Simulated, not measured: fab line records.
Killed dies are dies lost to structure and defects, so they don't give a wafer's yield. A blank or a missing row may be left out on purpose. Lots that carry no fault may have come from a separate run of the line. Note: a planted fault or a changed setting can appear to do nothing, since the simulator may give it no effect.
Chamber matching :: flow nandHarc :: 4 sister chambers for NHARC_A_CONTACT_ETCH_30 on rieDiel-03
The step etches the open film in CF4/CHF3, target depth 72.6 nm, time 36.3 s. 20 wafers are shown with their chamber, then 9 later ones without.

WAFERS WITH THEIR CHAMBER
wafer: L220.1
chamber: 3
drypumpMotorCurrentA (A): 5.2
showerheadPlenumPTorr (Torr): 1.56
rfVppV (V): 369.3

wafer: L220.2
chamber: 1
drypumpMotorCurrentA (A): 5.6
showerheadPlenumPTorr (Torr): 1.54
rfVppV (V): 368.7

wafer: L220.5
chamber: 1
drypumpMotorCurrentA (A): 5.6
showerheadPlenumPTorr (Torr): 1.54
rfVppV (V): 370.3

wafer: L223.1
chamber: 3
drypumpMotorCurrentA (A): 5.3
showerheadPlenumPTorr (Torr): 1.56
rfVppV (V): 369.6

wafer: L223.4
chamber: 1
drypumpMotorCurrentA (A): 5.6
showerheadPlenumPTorr (Torr): 1.54
rfVppV (V): 369.0

wafer: L223.5
chamber: 2
drypumpMotorCurrentA (A): 6.4
showerheadPlenumPTorr (Torr): 1.52
rfVppV (V): 370.3

wafer: L225.1
chamber: 0
drypumpMotorCurrentA (A): 5.4
showerheadPlenumPTorr (Torr): 1.56
rfVppV (V): 369.2

wafer: L225.4
chamber: 2
drypumpMotorCurrentA (A): 6.3
showerheadPlenumPTorr (Torr): 1.52
rfVppV (V): 368.0

wafer: L225.5
chamber: 2
drypumpMotorCurrentA (A): 6.3
showerheadPlenumPTorr (Torr): 1.52
rfVppV (V): 369.5

wafer: L227.2
chamber: 2
drypumpMotorCurrentA (A): 6.3
showerheadPlenumPTorr (Torr): 1.52
rfVppV (V): 368.4

wafer: L227.3
chamber: 1
drypumpMotorCurrentA (A): 5.6
showerheadPlenumPTorr (Torr): 1.53
rfVppV (V): 368.8

wafer: L227.6
chamber: 0
drypumpMotorCurrentA (A): 5.4
showerheadPlenumPTorr (Torr): 1.56
rfVppV (V): 369.7

wafer: L226.3
chamber: 3
drypumpMotorCurrentA (A): 5.3
showerheadPlenumPTorr (Torr): 1.56
rfVppV (V): 370.0

wafer: L226.4
chamber: 1
drypumpMotorCurrentA (A): 5.6
showerheadPlenumPTorr (Torr): 1.53
rfVppV (V): 369.2

wafer: L226.6
chamber: 0
drypumpMotorCurrentA (A): 5.4
showerheadPlenumPTorr (Torr): 1.56
rfVppV (V): 370.1

wafer: L228.1
chamber: 0
drypumpMotorCurrentA (A): 5.4
showerheadPlenumPTorr (Torr): 1.56
rfVppV (V): 370.8

wafer: L228.3
chamber: 1
drypumpMotorCurrentA (A): 5.6
showerheadPlenumPTorr (Torr): 1.53
rfVppV (V): 366.3

wafer: L228.5
chamber: 2
drypumpMotorCurrentA (A): 6.3
showerheadPlenumPTorr (Torr): 1.52
rfVppV (V): 368.0

wafer: L235.2
chamber: 2
drypumpMotorCurrentA (A): 6.4
showerheadPlenumPTorr (Torr): 1.52
rfVppV (V): 370.4

wafer: L235.3
chamber: 3
drypumpMotorCurrentA (A): 5.3
showerheadPlenumPTorr (Torr): 1.56
rfVppV (V): 370.5

SIGNATURES, as means of the wafers listed above
reading: drypumpMotorCurrentA
chamber 0: 5.400
chamber 1: 5.600
chamber 2: 6.333
chamber 3: 5.275
scatter within a chamber: 0.0361

reading: showerheadPlenumPTorr
chamber 0: 1.5600
chamber 1: 1.5350
chamber 2: 1.5200
chamber 3: 1.5600
scatter within a chamber: 0.00306

reading: rfVppV
chamber 0: 369.950
chamber 1: 368.717
chamber 2: 369.100
chamber 3: 369.850
scatter within a chamber: 1.03
Rule: a wafer's distance from a chamber is the root of the sum, over the readings, of the square of ((its reading less the chamber's mean) divided by the reading's scatter). If the next closest chamber is less than 2 further off than the closest, the wafer can't be placed; otherwise it belongs to the closest. How the scatter is found: for the shown wafers, subtract from each reading the mean of its chamber, square and add these, divide the total by (wafers less chambers), then take the root.

WAFERS MISSING THEIR CHAMBER
wafer: L237.2
drypumpMotorCurrentA (A): 5.6
showerheadPlenumPTorr (Torr): 1.53
rfVppV (V): 369.0

wafer: L237.4
drypumpMotorCurrentA (A): 6.3
showerheadPlenumPTorr (Torr): 1.51
rfVppV (V): 370.1

wafer: L236.2
drypumpMotorCurrentA (A): 5.4
showerheadPlenumPTorr (Torr): 1.55
rfVppV (V): 370.1

wafer: L242.2
drypumpMotorCurrentA (A): 5.3
showerheadPlenumPTorr (Torr): 1.55
rfVppV (V): 370.3

wafer: L242.4
drypumpMotorCurrentA (A): 5.3
showerheadPlenumPTorr (Torr): 1.55
rfVppV (V): 369.6

wafer: L242.6
drypumpMotorCurrentA (A): 6.4
showerheadPlenumPTorr (Torr): 1.51
rfVppV (V): 368.2

wafer: L243.4
drypumpMotorCurrentA (A): 5.4
showerheadPlenumPTorr (Torr): 1.55
rfVppV (V): 369.7

wafer: L243.5
drypumpMotorCurrentA (A): 5.3
showerheadPlenumPTorr (Torr): 1.55
rfVppV (V): 369.9

wafer: L243.6
drypumpMotorCurrentA (A): 6.3
showerheadPlenumPTorr (Torr): 1.51
rfVppV (V): 368.7

WHICH CHAMBER EACH WENT THROUGH
wafer: L237.2
from the rows above: 1
in truth: 1

wafer: L237.4
from the rows above: 2
in truth: 2

wafer: L236.2
from the rows above: can't be placed: 0 or 3
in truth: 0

wafer: L242.2
from the rows above: can't be placed: 3 or 0
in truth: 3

wafer: L242.4
from the rows above: can't be placed: 3 or 0
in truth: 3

wafer: L242.6
from the rows above: 2
in truth: 2

wafer: L243.4
from the rows above: can't be placed: 0 or 3
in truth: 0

wafer: L243.5
from the rows above: can't be placed: 3 or 0
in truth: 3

wafer: L243.6
from the rows above: 2
in truth: 2
4 of 9 placed correctly. These rows do not allow placing 5 (true chamber among the candidates in 5). Number placed wrongly: 0.
